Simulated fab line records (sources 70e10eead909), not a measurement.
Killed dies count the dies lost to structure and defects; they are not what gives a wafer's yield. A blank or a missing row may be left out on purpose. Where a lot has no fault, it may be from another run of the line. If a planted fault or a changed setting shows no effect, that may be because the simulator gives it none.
A lot that was struck, set against a sound lot | flow nand-harc | 20 out of 1302 route steps
Sound: wafers L879.1, L879.3, L879.6. The struck wafers were L902.3, L902.4, L902.6. At the end, the cause is stated.
Each step with rows lists, per side, the tool, then ch with its chambers, then its first start. Under that, the readings that differ: sound wafers | struck wafers | difference of the means | sigmas: that difference in standard deviations of wafers without a fault.
alike: readings whose means differ by less than 2 such deviations, and words and numbers that are the same on both sides. not compared: withheld readings, readings that some wafer has no value for, bounds like >300 that may hide the same value, and numbers for which the record gives no deviation and whose values overlap.
Wherever a step has rows on one side only, a row that says differs or no value, or a row with sigmas, the two part there. When numbers do not overlap yet have no deviation, they are printed without sigmas and do not part them. Lack of a reading on every wafer of one side parts them only where that side has two or more wafers.

first, 10 steps without rows for these wafers: NHARC_P_M0_SRD_25; NHARC_P_M0_PRE_CLEAN_31 (time 12 s); NHARC_P_M0_DEP_32 (deposits SiCN, target thk 30 nm); NHARC_P_M1_DEP_00 (deposits SiOC, target thk 182.5 nm); NHARC_P_M1_DEHYDRATE_01 (time 120 s); NHARC_P_M1_HMDS_02 (time 30 s); NHARC_P_M1_COAT_34 (time 65 s); NHARC_P_M1_COAT_03 (resist thk 90 nm); NHARC_P_M1_SOFTBAKE_04 (time 55 s); NHARC_P_M1_EBR_05.
NHARC_P_M1_EXPOSE_06: exposes mask P M1, target cd 130 nm.
  sound on arfi-scanner-01 ch 0, day 6 05:26; struck on arfi-scanner-01 ch 0, day 15 20:48
  reading              | sound             | struck            | difference | sigmas
  exposure-dose-mJ-cm2 | 81.82 81.99 82.02 | 80.42 80.44 80.36 | -1.54      | -16
  alike: mask, reticle-temp-C
then, 2 steps without rows for these wafers: NHARC_P_M1_PEB_07 (peb time 65 s); NHARC_P_M1_DEVELOP_08 (develop time 35 s).
NHARC_P_M1_DESCUM_14: chemistry O2, time 3 s.
  sound on rie-diel-13 ch 0,3, day 6 05:46; struck on rie-diel-13 ch 1,2,3, day 15 21:08
  alike: drypump-motor-current-A, oes-product-au, rf-vpp-V, showerhead-plenum-p-Torr, throttle-valve-pct
  not compared: rf-hours-counter-h, model.P_M1.cd-nm
then, 3 steps without rows for these wafers: NHARC_P_M1_ETCH_35 (etches the open film in N2/H2, target depth 40 nm, overetch 12 nm, time 43.94 s); NHARC_P_M1_ETCH_15 (etches the open film in C4F8/Ar, target depth 182.5 nm, time 91.2 s); NHARC_P_M1_STRIP_18 (strips in N2/H2).
NHARC_P_M1_ETCH_28: etches the open film in CF4/N2, target depth 30 nm, time 72.99 s.
  sound on rie-diel-05 ch 2,3; struck on rie-diel-07 ch 1,2,3
  alike: drypump-motor-current-A, oes-product-au, rf-vpp-V, showerhead-plenum-p-Torr, throttle-valve-pct
  not compared: rf-hours-counter-h, model.P_M1.cd-nm
then, 1 step without rows for these wafers: NHARC_P_M1_STRIP_19 (strips in post etch residue remover, time 600 s).
NHARC_END_SORT_01:
  the record has rows for the sound wafers here (prober-02 ch 0, day 24 16:10) and none for the struck ones

WHERE THEY PART
At NHARC_P_M1_EXPOSE_06 first; at NHARC_END_SORT_01 last (within this record only).

WHY: the cause the simulator had injected
Drift in process parameters on arfi-scanner-01 at NHARC_P_M1_EXPOSE_06, starting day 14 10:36. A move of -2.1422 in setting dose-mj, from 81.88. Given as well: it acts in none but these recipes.
